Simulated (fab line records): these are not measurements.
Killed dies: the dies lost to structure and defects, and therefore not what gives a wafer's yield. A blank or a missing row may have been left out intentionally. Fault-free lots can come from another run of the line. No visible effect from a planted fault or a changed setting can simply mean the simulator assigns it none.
2 desks looking at one fault || flow nand_harc || each desk has only its own numbers; what lay behind them comes last

DESK OF THE TOOL OWNER: ald_sin_batch-02
The tool's own readings at NHARC_A_CHANNEL_FILL_D1_ALD_15 (deposits SiNx, target thk 2 nm, pulse time 60 s, ald cycles 19): means of the sampled wafers that have a number, for each lot that ran on this tool. If a lot's mean is further than 4 standard deviations from the usual mean, the lot is out of limits and carries the mark OUT (the distance appears in the brackets).
Columns: A = precursor_pulse_height_rel at NHARC_A_CHANNEL_FILL_D1_ALD_15, usual 0.997; B = susceptor_temp_C at NHARC_A_CHANNEL_FILL_D1_ALD_15, usual 630.05 C
{"lot": "L804", "first seen here": "day 9 15:06", "A": 0.999, "B": 629.93}
{"lot": "L805", "first seen here": "day 10 07:42", "A": 1.003, "B": "-"}
{"lot": "L806", "first seen here": "day 10 07:42", "A": 0.990, "B": "-"}
{"lot": "L807", "first seen here": "day 10 18:31", "A": 0.970, "B": 630.19}
{"lot": "L808", "first seen here": "day 11 01:45", "A": 1.001, "B": "-"}
{"lot": "L809", "first seen here": "day 11 08:58", "A": 1.007, "B": 630.12}
{"lot": "L822", "first seen here": "day 14 12:05", "A": 1.013, "B": 629.97}
{"lot": "L823", "first seen here": "day 15 01:31", "A": 1.003, "B": 629.89}
Finding of this desk: none of the 8 lots has anything out of limits.

THE DEFECT DESK
Counts from the inspections along the route, per lot, as means over the sampled wafers that have a number. If a lot's mean is further than 4 standard deviations from the usual mean, the lot is out of limits and carries the mark OUT (the distance appears in the brackets).
Columns: A = raw_defect_count at NHARC_A_CHANNEL_HOLE_D1_INSPECT_40, usual 62
{"lot": "L801", "first seen here": "day 8 13:28", "A": 61}
{"lot": "L804", "first seen here": "day 9 04:59", "A": 65}
{"lot": "L803", "first seen here": "day 9 08:57", "A": 63}
{"lot": "L806", "first seen here": "day 9 18:25", "A": 75}
{"lot": "L805", "first seen here": "day 9 20:13", "A": 58}
{"lot": "L807", "first seen here": "day 10 07:58", "A": 64}
{"lot": "L808", "first seen here": "day 10 14:46", "A": 74}
{"lot": "L809", "first seen here": "day 10 21:50", "A": 78}
{"lot": "L817", "first seen here": "day 12 18:32", "A": 60}
{"lot": "L820", "first seen here": "day 13 14:46", "A": 54}
{"lot": "L819", "first seen here": "day 13 15:26", "A": 67}
{"lot": "L822", "first seen here": "day 14 01:44", "A": 48}
{"lot": "L823", "first seen here": "day 14 15:04", "A": 59}
Finding of this desk: none of the 13 lots has anything out of limits.

TAKEN TOGETHER
The tool owner's desk saw nothing out of limits.
No out-of-limits result turned up at the defect desk.

WHAT WAS PUT IN BY THE SIMULATOR
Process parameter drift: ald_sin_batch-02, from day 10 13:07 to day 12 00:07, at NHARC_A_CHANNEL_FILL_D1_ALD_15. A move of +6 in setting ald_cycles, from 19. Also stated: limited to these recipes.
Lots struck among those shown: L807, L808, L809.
